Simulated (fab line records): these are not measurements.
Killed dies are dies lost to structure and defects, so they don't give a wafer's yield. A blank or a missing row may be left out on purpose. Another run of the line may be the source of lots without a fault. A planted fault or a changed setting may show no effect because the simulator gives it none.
Struck lot and sound lot, side by side | flow n5_finfet | 16 steps out of a route of 1938
Sound: these wafers, L966.4, L966.5, L966.6. Struck: wafers L984.1, L984.4 (left out: L984.2, a lot-mate that was not struck); the cause follows at the end.
For every step that has rows: the tool of each side, followed by ch and its chambers, followed by its first start. Under that, the readings that differ: sound wafers | struck wafers | difference of the means | sigmas: that difference in standard deviations of wafers without a fault.
alike: same words and numbers on both sides, and readings whose means sit less than 2 such deviations apart. not compared: any withheld reading, any reading some wafer has no value for, any bound like >300 that may hide the same value, and any number with overlapping values for which the record gives no deviation.
The two part at a step that has a row with sigmas, a row that says differs or no value, or rows on one side only. When numbers do not overlap yet have no deviation, they are printed without sigmas and do not part them. A reading that every wafer of one side lacks parts them only if that side has two wafers or more.

first, 3 steps without rows for these wafers: N5_BEOL_M6_ALD_77 (deposits TaN, target thk 2 nm, pulse time 2 s, purge time 3 s); N5_BEOL_M6_SURFACE_TREAT_79; N5_BEOL_M6_CVD_78 (deposits Co from CCTBA/H2, target thk 2 nm, time 142.3 s).
N5_BEOL_M6_SPUTTER_48: material Cu, target thk 10 nm, time 1.667 s.
  sound on pvd_sputter-02, day 9 21:52; struck on pvd_sputter-02, day 14 00:14
  alike: substrate_temp_c, throttle_valve_pct
then, 1 step without rows for these wafers: N5_BEOL_M6_ECD_50 (material Cu, target thk 300 nm).
N5_BEOL_M6_ANNEAL_51: time 90 s.
  sound on rtp_anneal-02 ch 0, day 9 22:49; struck on rtp_anneal-02 ch 0, day 14 00:33
  alike: wafer_temp_C_max
N5_BEOL_M6_CMP_52: polishes, stops on SiCOH lowk, t overpolish 6.9 s, target thk 80 nm.
  sound on cmp-04 ch 0,1, day 9 23:01; struck on cmp-02 ch 0,1, day 14 00:51
  alike: barrier_field_endpoint_s, motor_current_A, overpolish_run_s, time_to_endpoint_s
N5_BEOL_M6_THK_MEAS_53: measures by xrf.
  sound on film_metro-01, day 9 23:16; struck on film_metro-01, day 14 01:08
  alike: M6_THK
then, 1 step without rows for these wafers: N5_BEOL_M6_PRE_CLEAN_55 (time 15 s).
N5_BEOL_M6_DEP_56: deposits SiCN from 3MS/NH3, target thk 10 nm, time 17.5 s.
  sound on pecvd-02 ch 0,1, day 9 23:22; struck on pecvd-03 ch 2, day 14 01:13
  alike: showerhead_plenum_p_Torr, throttle_valve_pct
N5_BEOL_M6_RS_MEAS_57: the measuring method here is four-point-probe.
  sound on film_metro-01, day 9 23:26; struck on film_metro-01, day 14 01:18
  alike: M6_RS
N5_BEOL_M6_INSPECT_58: inspects for defects (darkfield).
  sound on defect_inspect-01, day 9 23:27; struck on defect_inspect-01, day 14 01:20
  alike: raw_defect_count
N5_BEOL_M7_ILD_DEP_00: deposits SiCOH lowk from DEMS/porogen, target thk 179.75 nm, time 33.4 s.
  sound on pecvd-04 ch 0,1,2, day 9 23:31; struck on pecvd-04 ch 2, day 14 01:22
  alike: heater_power_w, showerhead_plenum_p_Torr, throttle_valve_pct
N5_BEOL_M7_CURE_74: cures SiCOH lowk, time 240 s.
  sound on uv_cure-02 ch 1, day 9 23:47; struck on uv_cure-01 ch 0, day 14 01:38
  alike: lamp_power_pct, wafer_temp_C_max
N5_BEOL_M7_THK_MEAS_01:
  sound on film_metro-01, day 10 00:04; struck on film_metro-02, day 14 02:08
  reading         | sound             | struck      | difference | sigmas
  M7_ILD_THK (nm) | 155.8 157.6 155.6 | 134.2 136.3 | -21.1      | -11
then, 1 step without rows for these wafers: N5_BEOL_M7_PECVD_70 (deposits SiO2 from TEOS/O2, target thk 20 nm, time 22.7 s).

== WHERE THEY PART ==
At N5_BEOL_M7_THK_MEAS_01 and nowhere else, as far as this record goes.

WHY: the cause the simulator had injected
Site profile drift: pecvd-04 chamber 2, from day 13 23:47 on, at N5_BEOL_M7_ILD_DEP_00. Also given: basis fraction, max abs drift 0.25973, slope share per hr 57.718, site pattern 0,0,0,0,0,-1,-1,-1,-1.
